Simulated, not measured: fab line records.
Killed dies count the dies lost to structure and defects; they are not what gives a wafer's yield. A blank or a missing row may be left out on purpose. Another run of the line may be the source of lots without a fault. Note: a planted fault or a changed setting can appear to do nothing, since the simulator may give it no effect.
Matching of chambers -- flow nand-harc -- NHARC_A_SLIT_DEP_25 on pecvd-03: 3 sister chambers
The step deposits SiO2, target thk 200 nm. 6 wafers are shown with their chamber, then 11 later ones without.

EACH WAFER AND ITS CHAMBER
wafer,chamber,throttle-valve-pct (%),heater-power-w (W)
L078.2,0,16.1,452
L084.4,0,16.0,457
L085.1,1,15.5,606
L085.4,2,16.2,566
L085.6,1,15.5,614
L088.1,2,16.2,537

WAFERS WITH NO CHAMBER GIVEN
wafer,throttle-valve-pct (%),heater-power-w (W)
L088.4,16.3,563
L088.6,15.4,549
L094.1,16.1,465
L094.4,16.1,546
L094.5,15.9,472
L092.1,16.2,592
L092.3,16.1,416
L092.6,16.4,599
L097.1,16.5,463
L097.2,16.5,566
L097.4,16.4,595

CHAMBER TAKEN BY EACH
wafer,from the rows above,in truth
L088.4,2,2
L088.6,1,1
L094.1,0,0
L094.4,2,2
L094.5,0,0
L092.1,2,2
L092.3,0,0
L092.6,2,2
L097.1,can't be placed: 2 or 0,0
L097.2,2,2
L097.4,2,2
Correct placement for 10 of the 11. Can't be placed from these rows: 1 (the true chamber is among the candidates in 1). Placed wrongly: 0.
How it was worked out, from the rows above alone: a wafer's distance from a chamber is the root of the sum, over the readings, of the square of ((its reading less the chamber's mean) divided by the reading's scatter). The wafer belongs to the nearest chamber; if the next one is less than 2 further off, it can't be placed. For every chamber, the mean is computed from those of its wafers that are shown. The scatter: the root of (the sum of the squares of (reading less its chamber's mean) over the shown wafers, divided by (wafers less chambers)).
